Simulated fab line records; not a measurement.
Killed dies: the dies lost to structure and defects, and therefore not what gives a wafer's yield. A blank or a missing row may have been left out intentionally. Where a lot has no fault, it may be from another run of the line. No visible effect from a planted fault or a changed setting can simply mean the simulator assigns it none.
Chamber matching | flow nandHarc | 4 sister chambers for NHARC_P_M0_CMP_23 on cmp-03
The step polishes, t overpolish 20 s, target thk 117.54 nm. 14 wafers are shown with their chamber, then 7 later ones without.

WAFERS WITH THEIR CHAMBER
wafer  | chamber | motorCurrentA (A) | timeToEndpointS (s)
L877.3 | 0       | 12.7              | 29.7
L877.4 | 2       | 9.8               | 30.2
L877.6 | 1       | 12.6              | 30.7
L878.4 | 0       | 12.4              | 26.6
L878.5 | 1       | 11.8              | 29.8
L878.6 | 0       | 12.7              | 29.6
L879.1 | 1       | 12.2              | 30.0
L879.2 | 3       | 11.1              | 30.8
L879.5 | 1       | 13.1              | 29.2
L882.2 | 0       | 12.8              | 28.1
L882.3 | 3       | 11.0              | 26.3
L882.6 | 2       | 10.2              | 31.1
L883.2 | 0       | 12.5              | 25.8
L883.3 | 3       | 10.8              | 28.0

SIGNATURES, as means of the wafers listed above
reading         | chamber 0 | chamber 1 | chamber 2 | chamber 3 | scatter within a chamber
motorCurrentA   | 12.620    | 12.425    | 10.000    | 10.967    | 0.341
timeToEndpointS | 27.960    | 29.925    | 30.650    | 28.367    | 1.55
Rule: for each reading, subtract the chamber's mean from the wafer's reading, divide by that reading's scatter and square the result; add these up over the readings and take the root, which gives the wafer's distance from the chamber. The wafer belongs to the nearest chamber; if the next one is less than 2 further off, it can't be placed. The scatter is the square root of a quotient: the sum, over the shown wafers, of each reading's squared deviation from its chamber's mean, divided by wafers minus chambers.

WAFERS WHOSE CHAMBER IS MISSING
wafer  | motorCurrentA (A) | timeToEndpointS (s)
L883.6 | 13.3              | 26.2
L885.1 | 10.6              | 23.8
L885.2 | 13.0              | 25.3
L885.5 | 10.4              | 24.6
L886.1 | 12.2              | 26.8
L886.2 | 10.1              | 28.8
L886.4 | 12.4              | 26.0

WHICH CHAMBER EACH ONE RAN IN
wafer  | from the rows above     | in truth
L883.6 | can't be placed: 0 or 1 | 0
L885.1 | can't be placed: 3 or 2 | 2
L885.2 | can't be placed: 0 or 1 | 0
L885.5 | can't be placed: 3 or 2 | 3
L886.1 | can't be placed: 0 or 1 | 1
L886.2 | can't be placed: 2 or 3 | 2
L886.4 | can't be placed: 0 or 1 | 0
Correct placement for 0 of the 7. Cannot be placed on the basis of these rows: 7; the candidates contain the true chamber in 7. Number placed wrongly: 0.
